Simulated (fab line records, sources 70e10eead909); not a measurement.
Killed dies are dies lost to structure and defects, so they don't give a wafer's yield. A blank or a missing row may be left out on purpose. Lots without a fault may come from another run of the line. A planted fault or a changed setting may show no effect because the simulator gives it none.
Chamber matching | flow nand_harc | NHARC_THIN_TSV_CMP_21 on cmp-01: 4 sister chambers
The step polishes, t overpolish 30 s, target thk 2000 nm. 8 wafers are shown with their chamber, then 8 later ones without.

WAFERS WITH THEIR CHAMBER
wafer  | chamber | motor_current_A (A) | overpolish_run_s (s)
L434.1 | 1       | 11.6                | 30.001
L436.2 | 3       | 10.8                | 29.989
L435.1 | 0       | 11.7                | 30.012
L435.3 | 1       | 12.9                | 29.999
L447.1 | 2       | 10.9                | 29.986
L447.3 | 3       | 10.7                | 29.998
L447.4 | 0       | 12.4                | 29.991
L453.1 | 2       | 11.4                | 29.995

WAFERS WITHOUT THEIR CHAMBER
wafer  | motor_current_A (A) | overpolish_run_s (s)
L453.3 | 12.2                | 30.011
L453.4 | 11.5                | 29.986
L452.1 | 11.6                | 30.006
L452.2 | 12.1                | 29.981
L452.3 | 11.0                | 30.003
L451.3 | 11.4                | 30.013
L451.4 | 13.0                | 29.986
L451.6 | 11.6                | 30.006

WHICH CHAMBER EACH WENT THROUGH
wafer  | from the rows above               | in truth
L453.3 | can't be placed: 0 or 1 or 2      | 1
L453.4 | can't be placed: 2 or 3 or 0 or 1 | 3
L452.1 | can't be placed: 0 or 1 or 2 or 3 | 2
L452.2 | can't be placed: 2 or 1 or 0 or 3 | 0
L452.3 | can't be placed: 3 or 2 or 0 or 1 | 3
L451.3 | can't be placed: 0 or 1 or 3 or 2 | 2
L451.4 | can't be placed: 1 or 0 or 2      | 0
L451.6 | can't be placed: 0 or 1 or 2 or 3 | 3
Placed correctly: 0 of 8. Can't be placed from these rows: 8 (the true chamber is among the candidates in 8). Placed wrongly: 0.
How it was worked out, from the rows above alone: a wafer's distance from a chamber is the root of the sum, over the readings, of the square of ((its reading less the chamber's mean) divided by the reading's scatter). The wafer belongs to the nearest chamber; if the next one is less than 2 further off, it can't be placed. A chamber's mean is the mean of its shown wafers. The scatter: the root of (the sum of the squares of (reading less its chamber's mean) over the shown wafers, divided by (wafers less chambers)).
